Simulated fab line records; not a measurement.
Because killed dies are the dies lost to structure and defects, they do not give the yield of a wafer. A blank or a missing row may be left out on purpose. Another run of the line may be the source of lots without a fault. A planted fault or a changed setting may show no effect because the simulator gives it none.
Which tool is to blame?    flow n5-finfet    30 wafers sampled from 10 lots at 1 step of a route of 1938

WHAT THE GAUGES SHOWED, per wafer
N5_BEOL_M4_RC_MEAS_101.
lot   measured      on         DIBL_N (mV/V)
L952  day 12 22:52  prober-02  34.9 36.0 34.8
L954  day 13 15:51  prober-01  33.8 34.2 34.2
L953  day 14 01:37  prober-01  31.5 30.9 30.0
L959  day 15 08:42  prober-01  35.5 37.7 33.9
L957  day 15 08:49  prober-02  37.5 32.3 33.1
L958  day 15 11:49  prober-02  36.9 38.7 39.8
L964  day 15 22:50  prober-02  37.6 39.2 36.5
L966  day 16 04:26  prober-02  39.9 36.0 35.4
L965  day 17 04:50  prober-02  40.9 40.3 39.2
L967  day 17 10:15  prober-01  37.5 40.1 37.4

WHICH TOOL RAN EACH LOT (tool, then ch and the chambers of the sampled wafers, then the start)
Before these readings, the record contains no process step.

THE ANSWER, worked out from the rows above alone
Rule: the usual values come from the lots themselves. The widest of any qualifying gaps counts: lots, ordered by their means at a reading, are off when they make up no more than a third of the lots, leave a main group of 4 or more, and stand apart from it by 3 or more times the standard deviation of that group's means. The tables above print the reading to a certain number of digits; a main group whose means all agree to those digits is not used. Also off: a lot with no number at a reading for which 4 or more lots have one. The other lots that the step has rows for count as sound.
No lot is off at any reading shown: from this, nothing can be told.

WHAT THE SIMULATOR HAD INSERTED
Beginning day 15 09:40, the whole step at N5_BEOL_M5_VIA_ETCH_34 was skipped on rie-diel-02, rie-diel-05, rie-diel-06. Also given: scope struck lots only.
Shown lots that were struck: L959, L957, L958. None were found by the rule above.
